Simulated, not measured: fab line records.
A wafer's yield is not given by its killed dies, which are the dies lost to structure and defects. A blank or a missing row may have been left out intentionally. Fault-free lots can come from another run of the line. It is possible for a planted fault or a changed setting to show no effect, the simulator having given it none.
Which tool was responsible? :: flow nand-harc :: 11 lots, 33 wafers sampled, at 5 steps of a route of 1302

== WHAT THE GAUGES READ, wafer by wafer ==
NHARC_END_SORT_01. Usual: killed-at-array 59, standard deviation 17; killed-at-other 0.7, standard deviation 0.9; killed-at-periphery 3.6, standard deviation 2.3; killed-dies 63, standard deviation 18; killed-open 3.4, standard deviation 1.9; killed-short 2.6, standard deviation 1.7.
lot: L974
measured: day 25 22:58
on: prober-01
killed-at-array: 76 86 63
killed-at-other: 1 2 2
killed-at-periphery: 2 1 0
killed-dies: 79 89 65
killed-open: 3 3 2
killed-short: 4 9 0
flag: 

lot: L977
measured: day 28 12:28
on: prober-01
killed-at-array: 79 92 86
killed-at-other: 1 2 0
killed-at-periphery: 7 6 7
killed-dies: 87 100 93
killed-open: 3 6 3
killed-short: 4 2 2
flag: 

lot: L979
measured: day 29 13:07
on: prober-02
killed-at-array: 33 39 44
killed-at-other: 0 0 0
killed-at-periphery: 3 0 3
killed-dies: 36 39 47
killed-open: 0 4 9
killed-short: 1 2 2
flag: 

lot: L988
measured: day 32 01:13
on: prober-02
killed-at-array: 55 51 46
killed-at-other: 0 2 0
killed-at-periphery: 7 7 4
killed-dies: 62 60 50
killed-open: 1 7 0
killed-short: 1 2 1
flag: 

lot: L991
measured: day 33 23:11
on: prober-01
killed-at-array: 29 32 35
killed-at-other: 3 2 1
killed-at-periphery: 4 4 3
killed-dies: 36 38 39
killed-open: 7 7 1
killed-short: 2 2 3
flag: 

== WHICH TOOL RAN EACH LOT (tool, then ch and the chambers of the sampled wafers, then the start) ==
lot: L969
NHARC_A_BLC_ETCH_17: rie-diel-05 ch 0,1,2, day 23 00:08 or earlier
NHARC_A_BLC_STRIP_29: rie-diel-01 ch 1,3, day 23 00:08
NHARC_A_BLC_STRIP_21: rie-diel-01 ch 0,1, day 23 00:14
NHARC_A_BLC_CMP_25: cmp-01 ch 0,1, day 23 01:37

lot: L970
NHARC_A_BLC_ETCH_17: rie-diel-03 ch 1,3, day 23 00:43 or earlier
NHARC_A_BLC_STRIP_29: rie-diel-05 ch 1,2,3, day 23 00:43
NHARC_A_BLC_STRIP_21: rie-diel-05 ch 0,1, day 23 00:49
NHARC_A_BLC_CMP_25: cmp-04 ch 0,2, day 23 02:13

lot: L974
NHARC_A_BLC_ETCH_17: rie-diel-03 ch 0,1, day 24 02:01 or earlier
NHARC_A_BLC_STRIP_29: rie-diel-05 ch 0,1, day 24 02:01
NHARC_A_BLC_STRIP_21: rie-diel-05 ch 1,3, day 24 02:08
NHARC_A_BLC_CMP_25: cmp-04 ch 0,2,3, day 24 03:33

lot: L977
NHARC_A_BLC_ETCH_17: rie-diel-03 ch 1,2,3, day 26 15:32 or earlier
NHARC_A_BLC_STRIP_29: rie-diel-05 ch 0,1,3, day 26 15:32
NHARC_A_BLC_STRIP_21: rie-diel-05 ch 0,1,2, day 26 15:37
NHARC_A_BLC_CMP_25: cmp-01 ch 0,1,2, day 26 17:30

lot: L981
NHARC_A_BLC_ETCH_17: rie-diel-05 ch 0,1, day 27 16:51 or earlier
NHARC_A_BLC_STRIP_29: rie-diel-05 ch 0,1,2, day 27 16:51
NHARC_A_BLC_STRIP_21: rie-diel-05 ch 0,2,3, day 27 16:56
NHARC_A_BLC_CMP_25: cmp-01 ch 0,1,3, day 27 18:22

lot: L979
NHARC_A_BLC_ETCH_17: rie-diel-05 ch 0,1,2, day 27 18:29 or earlier
NHARC_A_BLC_STRIP_29: rie-diel-05 ch 0,1,3, day 27 18:29
NHARC_A_BLC_STRIP_21: rie-diel-05 ch 0,3, day 27 18:37
NHARC_A_BLC_CMP_25: cmp-01 ch 0,3, day 27 20:02

lot: L982
NHARC_A_BLC_ETCH_17: rie-diel-03 ch 0,1,3, day 28 02:23 or earlier
NHARC_A_BLC_STRIP_29: rie-diel-05 ch 0,1,2, day 28 02:23
NHARC_A_BLC_STRIP_21: rie-diel-05 ch 0,1,3, day 28 02:30
NHARC_A_BLC_CMP_25: cmp-02 ch 0,1,2, day 28 03:58

lot: L984
NHARC_A_BLC_ETCH_17: rie-diel-01 ch 1,2, day 28 16:13 or earlier
NHARC_A_BLC_STRIP_29: rie-diel-03 ch 0,1,3, day 28 16:13
NHARC_A_BLC_STRIP_21: rie-diel-03 ch 0,3, day 28 16:19
NHARC_A_BLC_CMP_25: cmp-01 ch 0,2,3, day 28 17:45

lot: L988
NHARC_A_BLC_ETCH_17: rie-diel-01 ch 1,2,3, day 30 08:25 or earlier
NHARC_A_BLC_STRIP_29: rie-diel-05 ch 1,2,3, day 30 08:25
NHARC_A_BLC_STRIP_21: rie-diel-05 ch 0,1,3, day 30 08:32
NHARC_A_BLC_CMP_25: cmp-02 ch 1,2,3, day 30 09:55

lot: L989
NHARC_A_BLC_ETCH_17: rie-diel-05 ch 0,1,2, day 31 03:33 or earlier
NHARC_A_BLC_STRIP_29: rie-diel-01 ch 1,2, day 31 03:33
NHARC_A_BLC_STRIP_21: rie-diel-01 ch 1,2,3, day 31 03:40
NHARC_A_BLC_CMP_25: cmp-04 ch 0,1, day 31 05:04

lot: L991
NHARC_A_BLC_ETCH_17: rie-diel-05 ch 1,2,3, day 32 00:17 or earlier
NHARC_A_BLC_STRIP_29: rie-diel-03 ch 1,2,3, day 32 00:17
NHARC_A_BLC_STRIP_21: rie-diel-03 ch 1,2,3, day 32 00:22
NHARC_A_BLC_CMP_25: cmp-04 ch 0,1, day 32 01:47
- NHARC_A_BLC_ETCH_17: etches the open film in N2/H2, target depth 390 nm, time 609.38 s.
- NHARC_A_BLC_STRIP_29: strips in CF4.
- NHARC_A_BLC_STRIP_21: strips in O2.
- NHARC_A_BLC_CMP_25: polishes, t overpolish 30 s, target thk 150 nm.

== AS READ BY THE TOOLS THEMSELVES (means over the sampled wafers that have a number; for cases with no such wafer, the mark the record gives instead) ==
NHARC_A_BLC_ETCH_17. Usual: drypump-motor-current-A 5.58 A, standard deviation 0.24; oes-product-au 0.999 a.u., standard deviation 0.0089; rf-vpp-V 431.0 V, standard deviation 2.2; showerhead-plenum-p-Torr 2.06 Torr, standard deviation 0.079; throttle-valve-pct 14.172 %, standard deviation 0.0085.
lot: L969
tool: rie-diel-05
drypump-motor-current-A (A): 5.55
oes-product-au (a.u.): 0.998
rf-vpp-V (V): 431.5
showerhead-plenum-p-Torr (Torr): 2.10
throttle-valve-pct (%): 14.178
flag: 

lot: L970
tool: rie-diel-03
drypump-motor-current-A (A): 5.55
oes-product-au (a.u.): 1.007
rf-vpp-V (V): 429.2
showerhead-plenum-p-Torr (Torr): 1.98
throttle-valve-pct (%): 14.175
flag: 

lot: L974
tool: rie-diel-03
drypump-motor-current-A (A): 5.54
oes-product-au (a.u.): 1.008
rf-vpp-V (V): 429.5
showerhead-plenum-p-Torr (Torr): 2.02
throttle-valve-pct (%): 14.170
flag: 

lot: L977
tool: rie-diel-03
drypump-motor-current-A (A): 5.71
oes-product-au (a.u.): 1.005
rf-vpp-V (V): 429.9
showerhead-plenum-p-Torr (Torr): 2.02
throttle-valve-pct (%): 14.175
flag: 

lot: L981
tool: rie-diel-05
drypump-motor-current-A (A): 5.49
oes-product-au (a.u.): 0.998
rf-vpp-V (V): 431.7
showerhead-plenum-p-Torr (Torr): 2.07
throttle-valve-pct (%): 14.161
flag: 

lot: L979
tool: rie-diel-05
drypump-motor-current-A (A): 5.54
oes-product-au (a.u.): 0.994
rf-vpp-V (V): 431.6
showerhead-plenum-p-Torr (Torr): 2.10
throttle-valve-pct (%): 14.170
flag: 

lot: L982
tool: rie-diel-03
drypump-motor-current-A (A): 5.58
oes-product-au (a.u.): 1.012
rf-vpp-V (V): 429.6
showerhead-plenum-p-Torr (Torr): 2.03
throttle-valve-pct (%): 14.178
flag: 

lot: L984
tool: rie-diel-01
drypump-motor-current-A (A): 5.19
oes-product-au (a.u.): 1.001
rf-vpp-V (V): 430.3
showerhead-plenum-p-Torr (Torr): 2.00
throttle-valve-pct (%): 14.171
flag: 

lot: L988
tool: rie-diel-01
drypump-motor-current-A (A): 5.31
oes-product-au (a.u.): 1.004
rf-vpp-V (V): 427.9
showerhead-plenum-p-Torr (Torr): 1.94
throttle-valve-pct (%): 14.170
flag: 

lot: L989
tool: rie-diel-05
drypump-motor-current-A (A): 5.55
oes-product-au (a.u.): 0.998
rf-vpp-V (V): 432.4
showerhead-plenum-p-Torr (Torr): 2.09
throttle-valve-pct (%): 14.169
flag: 

lot: L991
tool: rie-diel-05
drypump-motor-current-A (A): 5.48
oes-product-au (a.u.): 1.002
rf-vpp-V (V): 431.5
showerhead-plenum-p-Torr (Torr): 2.07
throttle-valve-pct (%): 14.165
flag: 

NHARC_A_BLC_STRIP_29. Usual: drypump-motor-current-A 5.55 A, standard deviation 0.25; oes-product-au 0.999 a.u., standard deviation 0.0077; rf-vpp-V 59.4 V, standard deviation 0.77; showerhead-plenum-p-Torr 1.78 Torr, standard deviation 0.06; throttle-valve-pct 13.283 %, standard deviation 0.0086.
lot: L969
tool: rie-diel-01
drypump-motor-current-A (A): 4.96
oes-product-au (a.u.): 1.000
rf-vpp-V (V): 59.3
showerhead-plenum-p-Torr (Torr): 1.76
throttle-valve-pct (%): 13.287
flag: 

lot: L970
tool: rie-diel-05
drypump-motor-current-A (A): 5.47
oes-product-au (a.u.): 0.996
rf-vpp-V (V): 60.2
showerhead-plenum-p-Torr (Torr): 1.80
throttle-valve-pct (%): 13.283
flag: 

lot: L974
tool: rie-diel-05
drypump-motor-current-A (A): 5.55
oes-product-au (a.u.): 1.011
rf-vpp-V (V): 59.3
showerhead-plenum-p-Torr (Torr): 1.81
throttle-valve-pct (%): 13.279
flag: 

lot: L977
tool: rie-diel-05
drypump-motor-current-A (A): 5.47
oes-product-au (a.u.): 0.999
rf-vpp-V (V): 59.1
showerhead-plenum-p-Torr (Torr): 1.80
throttle-valve-pct (%): 13.289
flag: 

lot: L981
tool: rie-diel-05
drypump-motor-current-A (A): 5.55
oes-product-au (a.u.): 0.998
rf-vpp-V (V): 59.0
showerhead-plenum-p-Torr (Torr): 1.81
throttle-valve-pct (%): 13.285
flag: 

lot: L979
tool: rie-diel-05
drypump-motor-current-A (A): 5.50
oes-product-au (a.u.): 0.994
rf-vpp-V (V): 59.4
showerhead-plenum-p-Torr (Torr): 1.80
throttle-valve-pct (%): 13.289
flag: 

lot: L982
tool: rie-diel-05
drypump-motor-current-A (A): 5.50
oes-product-au (a.u.): 1.001
rf-vpp-V (V): 59.9
showerhead-plenum-p-Torr (Torr): 1.81
throttle-valve-pct (%): 13.275
flag: 

lot: L984
tool: rie-diel-03
drypump-motor-current-A (A): 5.59
oes-product-au (a.u.): 1.000
rf-vpp-V (V): 59.4
showerhead-plenum-p-Torr (Torr): 1.76
throttle-valve-pct (%): 13.283
flag: 

lot: L988
tool: rie-diel-05
drypump-motor-current-A (A): 5.48
oes-product-au (a.u.): 0.993
rf-vpp-V (V): 60.1
showerhead-plenum-p-Torr (Torr): 1.79
throttle-valve-pct (%): 13.281
flag: 

lot: L989
tool: rie-diel-01
drypump-motor-current-A (A): 5.17
oes-product-au (a.u.): 1.000
rf-vpp-V (V): 60.1
showerhead-plenum-p-Torr (Torr): 1.74
throttle-valve-pct (%): 13.289
flag: 

lot: L991
tool: rie-diel-03
drypump-motor-current-A (A): 5.68
oes-product-au (a.u.): 1.003
rf-vpp-V (V): 59.1
showerhead-plenum-p-Torr (Torr): 1.75
throttle-valve-pct (%): 13.284
flag: 

NHARC_A_BLC_STRIP_21. Usual: drypump-motor-current-A 5.56 A, standard deviation 0.24; oes-product-au 0.999 a.u., standard deviation 0.008; rf-vpp-V 57.8 V, standard deviation 0.92; showerhead-plenum-p-Torr 3.55 Torr, standard deviation 0.12; throttle-valve-pct 17.036 %, standard deviation 0.0085.
lot: L969
tool: rie-diel-01
drypump-motor-current-A (A): 5.38
oes-product-au (a.u.): 0.994
rf-vpp-V (V): 57.9
showerhead-plenum-p-Torr (Torr): 3.49
throttle-valve-pct (%): 17.041
flag: 

lot: L970
tool: rie-diel-05
drypump-motor-current-A (A): 5.60
oes-product-au (a.u.): 0.998
rf-vpp-V (V): 58.0
showerhead-plenum-p-Torr (Torr): 3.62
throttle-valve-pct (%): 17.039
flag: 

lot: L974
tool: rie-diel-05
drypump-motor-current-A (A): 5.41
oes-product-au (a.u.): 0.988
rf-vpp-V (V): 57.3
showerhead-plenum-p-Torr (Torr): 3.54
throttle-valve-pct (%): 17.036
flag: 

lot: L977
tool: rie-diel-05
drypump-motor-current-A (A): 5.56
oes-product-au (a.u.): 0.994
rf-vpp-V (V): 58.3
showerhead-plenum-p-Torr (Torr): 3.62
throttle-valve-pct (%): 17.037
flag: 

lot: L981
tool: rie-diel-05
drypump-motor-current-A (A): 5.55
oes-product-au (a.u.): 1.005
rf-vpp-V (V): 57.9
showerhead-plenum-p-Torr (Torr): 3.63
throttle-valve-pct (%): 17.039
flag: 

lot: L979
tool: rie-diel-05
drypump-motor-current-A (A): 5.48
oes-product-au (a.u.): 0.993
rf-vpp-V (V): 57.6
showerhead-plenum-p-Torr (Torr): 3.59
throttle-valve-pct (%): 17.037
flag: 

lot: L982
tool: rie-diel-05
drypump-motor-current-A (A): 5.48
oes-product-au (a.u.): 0.990
rf-vpp-V (V): 57.3
showerhead-plenum-p-Torr (Torr): 3.58
throttle-valve-pct (%): 17.041
flag: 

lot: L984
tool: rie-diel-03
drypump-motor-current-A (A): 5.65
oes-product-au (a.u.): 0.999
rf-vpp-V (V): 57.5
showerhead-plenum-p-Torr (Torr): 3.63
throttle-valve-pct (%): 17.030
flag: 

lot: L988
tool: rie-diel-05
drypump-motor-current-A (A): 5.48
oes-product-au (a.u.): 0.992
rf-vpp-V (V): 57.9
showerhead-plenum-p-Torr (Torr): 3.58
throttle-valve-pct (%): 17.044
flag: 

lot: L989
tool: rie-diel-01
drypump-motor-current-A (A): 5.33
oes-product-au (a.u.): 1.001
rf-vpp-V (V): 57.0
showerhead-plenum-p-Torr (Torr): 3.38
throttle-valve-pct (%): 17.037
flag: 

lot: L991
tool: rie-diel-03
drypump-motor-current-A (A): 5.73
oes-product-au (a.u.): 1.011
rf-vpp-V (V): 58.7
showerhead-plenum-p-Torr (Torr): 3.49
throttle-valve-pct (%): 17.028
flag: 

NHARC_A_BLC_CMP_25. Usual: motor-current-A 12.0 A, standard deviation 1.5; overpolish-run-s 29.999 s, standard deviation 0.0085; slurry-filter-dp-kPa 13.50 kPa, standard deviation 0.13; time-to-endpoint-s 29.6 s, standard deviation 2.
lot: L969
tool: cmp-01
motor-current-A (A): 10.5
overpolish-run-s (s): 30.000
slurry-filter-dp-kPa (kPa): 13.43
time-to-endpoint-s (s): 29.1
flag: 

lot: L970
tool: cmp-04
motor-current-A (A): 13.7
overpolish-run-s (s): 29.999
slurry-filter-dp-kPa (kPa): 13.53
time-to-endpoint-s (s): 30.4
flag: 

lot: L974
tool: cmp-04
motor-current-A (A): 13.3
overpolish-run-s (s): 30.001
slurry-filter-dp-kPa (kPa): 13.54
time-to-endpoint-s (s): 30.0
flag: 

lot: L977
tool: cmp-01
motor-current-A (A): 10.7
overpolish-run-s (s): 29.997
slurry-filter-dp-kPa (kPa): 13.55
time-to-endpoint-s (s): 29.3
flag: 

lot: L981
tool: cmp-01
motor-current-A (A): 10.2
overpolish-run-s (s): 30.000
slurry-filter-dp-kPa (kPa): 13.37
time-to-endpoint-s (s): 31.1
flag: 

lot: L979
tool: cmp-01
motor-current-A (A): 10.2
overpolish-run-s (s): 26.912
slurry-filter-dp-kPa (kPa): 13.36
time-to-endpoint-s (s): 37.2
flag: OFF

lot: L982
tool: cmp-02
motor-current-A (A): 12.0
overpolish-run-s (s): 30.004
slurry-filter-dp-kPa (kPa): 13.44
time-to-endpoint-s (s): 28.7
flag: 

lot: L984
tool: cmp-01
motor-current-A (A): 10.7
overpolish-run-s (s): 22.298
slurry-filter-dp-kPa (kPa): 13.50
time-to-endpoint-s (s): 50.1
flag: OFF

lot: L988
tool: cmp-02
motor-current-A (A): 12.2
overpolish-run-s (s): 29.989
slurry-filter-dp-kPa (kPa): 13.52
time-to-endpoint-s (s): 31.4
flag: 

lot: L989
tool: cmp-04
motor-current-A (A): 13.0
overpolish-run-s (s): 29.991
slurry-filter-dp-kPa (kPa): 13.43
time-to-endpoint-s (s): 31.5
flag: 

lot: L991
tool: cmp-04
motor-current-A (A): 13.0
overpolish-run-s (s): 29.997
slurry-filter-dp-kPa (kPa): 13.50
time-to-endpoint-s (s): 30.5
flag: 

== THE ANSWER, worked out from the rows above alone ==
Rule: a lot is off if the mean of its wafers that have a number lies more than 3 standard deviations from the usual mean. Also off: a lot with no number at a reading for which 4 or more lots have one. All remaining lots with rows at the step are treated as sound. First the gauges in route order, then the tools' own readings, where a lot's mean is used as printed above. At the first step where some lot is off, the reading lying furthest off is the one used; lots without a number count as furthest.
Off: L979, L984 (NHARC_A_BLC_CMP_25, overpolish-run-s).
A tool fits if, at that step or a process step before it, it ran every lot that is off, and no sound lot after the first of them. With no start given for some of its lots, NHARC_A_BLC_ETCH_17 uses the hours and lot order of NHARC_A_BLC_STRIP_29. One candidate fits, namely cmp-01 at NHARC_A_BLC_CMP_25. A fault onset in the window from L981 (day 27 18:22, its last sound lot) to L979 (day 27 20:02, its first lot off) fits.
The tool's own readings at NHARC_A_BLC_CMP_25 bear it out: on the lots that are off they differ by more than 5 times the standard deviation of the sound lots' means. overpolish-run-s reads 24.605 s there against 29.998 s on the sound lots; time-to-endpoint-s reads 43.7 s there against 30.2 s on the sound lots.

== WHAT THE SIMULATOR PUT IN ==
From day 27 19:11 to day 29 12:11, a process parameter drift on cmp-01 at NHARC_A_BLC_CMP_25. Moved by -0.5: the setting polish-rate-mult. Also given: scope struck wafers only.
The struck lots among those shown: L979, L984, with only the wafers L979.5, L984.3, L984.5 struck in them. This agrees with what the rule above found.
